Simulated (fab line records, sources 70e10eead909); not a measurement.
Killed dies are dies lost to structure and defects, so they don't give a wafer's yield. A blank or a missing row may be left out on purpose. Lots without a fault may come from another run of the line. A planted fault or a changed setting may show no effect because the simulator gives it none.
A struck lot beside a sound one | flow nand_harc | 17 steps out of a route of 1159
Sound: wafers L573.1, L573.5, L573.6. Struck: wafers L579.1, L579.3, L579.4. The cause comes at the end.
At each step with rows: each side's tool, then ch and its chambers, then its first start. Under that, the readings that differ: sound wafers | struck wafers | difference of the means | sigmas: that difference in standard deviations of wafers without a fault.
alike: readings whose means differ by less than 2 such deviations, and words and numbers that are the same on both sides. not compared: withheld readings, readings that some wafer has no value for, bounds like >300 that may hide the same value, and numbers for which the record gives no deviation and whose values overlap.
The two part at a step that has a row with sigmas, a row that says differs or no value, or rows on one side only. Numbers that don't overlap but have no deviation are shown without sigmas and don't part them. A reading that every wafer of one side lacks parts them only if that side has two wafers or more.

NHARC_P_CONTACT_DEP_30: deposits SiNx, target thk 30 nm.
  sound on pecvd-03 ch 0,1,2, day 7 03:47; struck on pecvd-04 ch 0,1,2, day 8 21:16
  alike: heater_power_w
NHARC_P_CONTACT_DEP_00: deposits SiO2, target thk 500 nm.
  sound on pecvd-03 ch 0,1,2; struck on pecvd-04 ch 0,1,2
  alike: heater_power_w, throttle_valve_pct
NHARC_P_CONTACT_CMP_01: polishes SiO2, target thk 200 nm.
  sound on cmp-04 ch 0,1,3, day 7 04:34; struck on cmp-04 ch 1,2,3, day 8 21:56
  alike: motor_current_A
then, 8 steps without rows for these wafers: NHARC_P_CONTACT_SRD_03; NHARC_P_CONTACT_DEHYDRATE_04 (time 120 s); NHARC_P_CONTACT_HMDS_05 (time 30 s); NHARC_P_CONTACT_COAT_33 (time 75 s); NHARC_P_CONTACT_COAT_34 (time 65 s); NHARC_P_CONTACT_COAT_06 (resist thk 90 nm); NHARC_P_CONTACT_SOFTBAKE_07 (time 55 s); NHARC_P_CONTACT_EBR_08.
NHARC_P_CONTACT_EXPOSE_09: exposes mask P CA, target cd 90 nm.
  sound on arfi_scanner-01 ch 0, day 7 05:04; struck on arfi_scanner-02 ch 0, day 8 22:38
  reading                           | sound                | struck            | difference | sigmas
  model.P_CONTACT.overlay_x_nm (nm) | 0.7935 0.7935 0.7935 | 13.04 13.04 13.04 | +12.25     |
  alike: mask, reticle_temp_C
then, 2 steps without rows for these wafers: NHARC_P_CONTACT_PEB_10 (peb time 65 s); NHARC_P_CONTACT_DEVELOP_11 (develop time 35 s).
NHARC_P_CONTACT_CD_MEAS_12: target cd 90 nm.
  sound on cd_sem-02 ch 0, day 7 05:13; struck on cd_sem-01 ch 0, day 8 22:46
  alike: cd_nm
NHARC_P_CONTACT_OVL_MEAS_13:
  sound on overlay-01, day 7 05:18; struck on overlay-01, day 8 22:52
  reading           | sound       | struck         | difference | sigmas
  overlay_x_nm (nm) | 0.6 1.0 1.0 | 13.8 13.1 12.7 | +12.3      | +14
  overlay_y_nm (nm) | 0.5 0.7 0.6 | -1.3 -1.5 -1.6 | -2.1       | -2
NHARC_P_CONTACT_INSPECT_14:
  sound on defect_inspect-02, day 7 05:21; struck on defect_inspect-02, day 8 22:53
  alike: raw_defect_count

WHERE THEY PART
Only at NHARC_P_CONTACT_OVL_MEAS_13, within this record. Later steps at which nothing parts them and some readings are alike: NHARC_P_CONTACT_INSPECT_14.

WHY: what the simulator had put in
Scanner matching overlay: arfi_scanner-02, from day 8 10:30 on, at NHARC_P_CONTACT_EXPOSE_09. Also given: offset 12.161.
